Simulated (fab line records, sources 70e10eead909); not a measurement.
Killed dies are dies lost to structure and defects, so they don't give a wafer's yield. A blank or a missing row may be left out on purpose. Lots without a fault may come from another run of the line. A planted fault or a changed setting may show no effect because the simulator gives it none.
Which tool did it? | flow nand_harc | 12 lots, 36 wafers sampled, at 6 steps of a route of 1302

WHAT THE GAUGES READ, wafer by wafer
NHARC_A_ONON_D2_THK_MEAS_11: measures by ellipsometry. Usual: thk_nm 998 nm, standard deviation 9.8.
lot  | measured     | on            | thk_nm (nm)    | flag
L215 | day 13 04:38 | film_metro-02 | 997 994 997    |
L217 | day 14 02:35 | film_metro-02 | 985 985 985    |
L222 | day 16 04:02 | film_metro-01 | 994 994 994    |
L224 | day 17 03:55 | film_metro-01 | 1025 1027 1026 |
L230 | day 19 03:31 | film_metro-02 | 994 995 994    |
L229 | day 19 03:29 | film_metro-01 | 999 1000 1000  |
L231 | day 19 23:46 | film_metro-01 | 989 988 987    |
L232 | day 19 23:46 | film_metro-02 | 1007 1007 1008 |
L233 | day 20 13:32 | film_metro-01 | 998 999 999    |
L234 | day 21 03:34 | film_metro-01 | 993 993 994    |
L235 | day 21 09:23 | film_metro-01 | 1005 1006 1004 |
L236 | day 21 20:33 | film_metro-01 | 984 988 985    |

NHARC_A_ONON_D2_THK_MEAS_21: measures by ellipsometry. Usual: thk_nm 1000 nm, standard deviation 12.
lot  | measured     | on            | thk_nm (nm)    | flag
L215 | day 13 13:47 | film_metro-01 | 1013 1012 1011 |
L217 | day 14 12:51 | film_metro-01 | 983 983 980    |
L222 | day 16 18:08 | film_metro-01 | 1664 1663 1663 | OFF
L224 | day 17 12:48 | film_metro-01 | 1674 1671 1672 | OFF
L230 | day 19 12:56 | film_metro-01 | 1001 1000 1002 |
L229 | day 19 12:56 | film_metro-02 | 1013 1012 1012 |
L231 | day 20 08:55 | film_metro-01 | 1004 1004 1004 |
L232 | day 20 08:55 | film_metro-02 | 997 998 998    |
L233 | day 20 22:27 | film_metro-02 | 993 993 993    |
L234 | day 21 12:04 | film_metro-02 | 996 995 998    |
L235 | day 21 19:01 | film_metro-01 | 1002 1002 1001 |
L236 | day 22 05:25 | film_metro-02 | 1012 1012 1012 |

NHARC_END_SORT_01. Usual: killed_at_array 56, standard deviation 19; killed_at_other 0.6, standard deviation 1; killed_at_periphery 3.9, standard deviation 2.7; killed_dies 61, standard deviation 19; killed_open 3.3, standard deviation 1.9; killed_short 2.4, standard deviation 1.7.
lot  | measured     | on        | killed_at_array | killed_at_other | killed_at_periphery | killed_dies | killed_open | killed_short | flag
L222 | day 28 06:38 | prober-01 | 675 675 672     | 0 0 3           | 2 2 2               | 677 677 677 | 4 3 4       | 3 1 1        | OFF
L224 | day 29 12:00 | prober-01 | 673 673 674     | 0 0 0           | 4 4 3               | 677 677 677 | 2 6 5       | 0 3 2        | OFF

WHICH TOOL RAN EACH LOT (tool, then ch and the chambers of the sampled wafers, then the start)
lot  | NHARC_A_CHANNEL_FILL_D1_ETCHBACK_20 | NHARC_A_CHANNEL_FILL_D1_STRIP_28   | NHARC_A_ONON_D2_DEP_19
L215 | rie_diel-03 ch 1,3, day 10 10:32    | rie_diel-03 ch 0,2, day 10 10:38   | pecvd_onon-03 ch 0, day 13 13:17
L217 | rie_diel-13 ch 0,2, day 11 12:52    | rie_diel-13 ch 1,2,3, day 11 12:58 | pecvd_onon-04 ch 0, day 14 12:20
L222 | rie_diel-03 ch 0,1,3, day 13 13:35  | rie_diel-03 ch 1,3, day 13 13:40   | pecvd_onon-03 ch 0, day 16 17:44
L224 | rie_diel-11 ch 1,2,3, day 14 12:37  | rie_diel-11 ch 1,2,3, day 14 12:43 | pecvd_onon-03 ch 0, day 17 12:20
L230 | rie_diel-11 ch 0,2,3, day 16 14:16  | rie_diel-11 ch 1,2,3, day 16 14:20 | pecvd_onon-04 ch 0, day 19 12:29
L229 | rie_diel-03 ch 1,2,3, day 16 14:16  | rie_diel-03 ch 0,2, day 16 14:20   | pecvd_onon-01 ch 0, day 19 12:29
L231 | rie_diel-03 ch 0,2, day 17 05:50    | rie_diel-03 ch 1,3, day 17 05:56   | pecvd_onon-03 ch 0, day 20 08:28
L232 | rie_diel-11 ch 1,2,3, day 17 15:19  | rie_diel-11 ch 0,1, day 17 15:25   | pecvd_onon-04 ch 0, day 20 08:25
L233 | rie_diel-13 ch 0,1,3, day 18 04:06  | rie_diel-13 ch 0,2,3, day 18 04:12 | pecvd_onon-03 ch 0, day 20 21:56
L234 | rie_diel-11 ch 0,3, day 18 15:53    | rie_diel-11 ch 0,2, day 18 16:00   | pecvd_onon-04 ch 0, day 21 11:34
L235 | rie_diel-03 ch 0,2,3, day 18 23:50  | rie_diel-03 ch 0,2,3, day 18 23:55 | pecvd_onon-01 ch 0, day 21 18:31
L236 | rie_diel-13 ch 1,2,3, day 19 08:46  | rie_diel-13 ch 1,2,3, day 19 08:52 | pecvd_onon-01 ch 0, day 22 04:54
- NHARC_A_CHANNEL_FILL_D1_ETCHBACK_20: etches the open film in C4F8/O2/Ar, target depth 27 nm, time 13.5 s.
- NHARC_A_CHANNEL_FILL_D1_STRIP_28: strips in O2, time 20 s.
- NHARC_A_ONON_D2_DEP_19: target thk 1000 nm.

WHAT THE TOOLS THEMSELVES READ (means of the sampled wafers that have a number; where no wafer has one, the mark that the record gives instead)
NHARC_A_CHANNEL_FILL_D1_ETCHBACK_20. Usual: chamber_pressure_mTorr 25.001 mTorr, standard deviation 0.024; oes_product_au 0.95 a.u., standard deviation 0.036; rf_fwd_power_W 587.4 W, standard deviation 2.8; rf_vpp_V 980 V, standard deviation 4.8.
lot  | tool        | chamber_pressure_mTorr (mTorr) | oes_product_au (a.u.) | rf_fwd_power_W (W) | rf_vpp_V (V) | flag
L215 | rie_diel-03 | 24.994                         | 0.93                  | 584.5              | 978          |
L217 | rie_diel-13 | 24.994                         | 0.97                  | 587.3              | 977          |
L222 | rie_diel-03 | 25.011                         | 0.99                  | 588.1              | 981          |
L224 | rie_diel-11 | 25.021                         | 1.00                  | 584.0              | 984          |
L230 | rie_diel-11 | 25.004                         | 0.92                  | 584.0              | 980          |
L229 | rie_diel-03 | 25.012                         | 0.92                  | 586.6              | 980          |
L231 | rie_diel-03 | 25.014                         | 0.90                  | 587.7              | 983          |
L232 | rie_diel-11 | 25.002                         | 0.93                  | 585.8              | 984          |
L233 | rie_diel-13 | 24.984                         | 1.01                  | 589.0              | 974          |
L234 | rie_diel-11 | 25.018                         | 0.93                  | 585.5              | 978          |
L235 | rie_diel-03 | 25.003                         | 0.91                  | 587.1              | 982          |
L236 | rie_diel-13 | 25.003                         | 0.93                  | 589.2              | 977          |

NHARC_A_CHANNEL_FILL_D1_STRIP_28. Usual: chamber_pressure_mTorr 59.99 mTorr, standard deviation 0.05; drypump_motor_current_A 5.9 A, standard deviation 0.38; oes_product_au 1.001 a.u., standard deviation 0.013; rf_vpp_V 57.8 V, standard deviation 0.87; showerhead_plenum_p_Torr 3.59 Torr, standard deviation 0.11; throttle_valve_pct 17.036 %, standard deviation 0.0088.
lot  | tool        | chamber_pressure_mTorr (mTorr) | drypump_motor_current_A (A) | oes_product_au (a.u.) | rf_vpp_V (V) | showerhead_plenum_p_Torr (Torr) | throttle_valve_pct (%) | flag
L215 | rie_diel-03 | 59.99                          | 5.6                         | 0.986                 | 58.5         | 3.70                            | 17.028                 |
L217 | rie_diel-13 | 60.01                          | 5.8                         | 1.004                 | 57.9         | 3.52                            | 17.033                 |
L222 | rie_diel-03 | 60.01                          | 5.9                         | 1.002                 | 58.2         | 3.50                            | 17.040                 |
L224 | rie_diel-11 | 59.95                          | 6.2                         | 1.005                 | 57.7         | 3.66                            | 17.037                 |
L230 | rie_diel-11 | 59.97                          | 6.2                         | 1.008                 | 58.3         | 3.66                            | 17.028                 |
L229 | rie_diel-03 | 60.01                          | 5.6                         | 0.983                 | 57.5         | 3.70                            | 17.034                 |
L231 | rie_diel-03 | 59.99                          | 6.0                         | 0.991                 | 57.9         | 3.49                            | 17.026                 |
L232 | rie_diel-11 | 59.99                          | 6.3                         | 1.018                 | 58.2         | 3.62                            | 17.038                 |
L233 | rie_diel-13 | 59.98                          | 5.7                         | 1.014                 | 57.2         | 3.46                            | 17.037                 |
L234 | rie_diel-11 | 59.95                          | 5.8                         | 1.000                 | 57.4         | 3.50                            | 17.030                 |
L235 | rie_diel-03 | 59.96                          | 5.6                         | 0.995                 | 57.9         | 3.63                            | 17.033                 |
L236 | rie_diel-13 | 60.01                          | 5.7                         | 1.016                 | 58.0         | 3.52                            | 17.035                 |

NHARC_A_ONON_D2_DEP_19. Usual: susceptor_temp_C 400.04 C, standard deviation 0.22.
lot  | tool          | susceptor_temp_C (C) | flag
L215 | pecvd_onon-03 | 400.48               |
L217 | pecvd_onon-04 | 400.01               |
L222 | pecvd_onon-03 | 399.88               |
L224 | pecvd_onon-03 | 399.97               |
L230 | pecvd_onon-04 | 400.16               |
L229 | pecvd_onon-01 | 400.16               |
L231 | pecvd_onon-03 | 399.76               |
L232 | pecvd_onon-04 | 400.25               |
L233 | pecvd_onon-03 | 399.96               |
L234 | pecvd_onon-04 | 399.84               |
L235 | pecvd_onon-01 | 400.21               |
L236 | pecvd_onon-01 | 399.84               |

THE ANSWER, worked out from the rows above alone
Rule: a lot is off if the mean of its wafers that have a number lies more than 3 standard deviations from the usual mean. A lot without any number at a reading at which 4 lots or more have one is off too. The other lots that the step has rows for count as sound. The gauges are gone through in route order, then the tools' own readings, and for those a lot's mean is taken as printed above. The first step at which some lot is off is used, and at that step the reading that is off furthest; a lot without a number counts as furthest.
Off: L222, L224, at NHARC_A_ONON_D2_THK_MEAS_21 (thk_nm).
A tool fits if, at a process step before that reading, it ran every lot that is off, and no sound lot after the first of them. The gauges at NHARC_A_ONON_D2_THK_MEAS_21 aren't tried: what is off there is off at NHARC_END_SORT_01 too, on other tools, and a gauge's error can't cause that. None of those tried fits.

WHAT THE SIMULATOR HAD PUT IN
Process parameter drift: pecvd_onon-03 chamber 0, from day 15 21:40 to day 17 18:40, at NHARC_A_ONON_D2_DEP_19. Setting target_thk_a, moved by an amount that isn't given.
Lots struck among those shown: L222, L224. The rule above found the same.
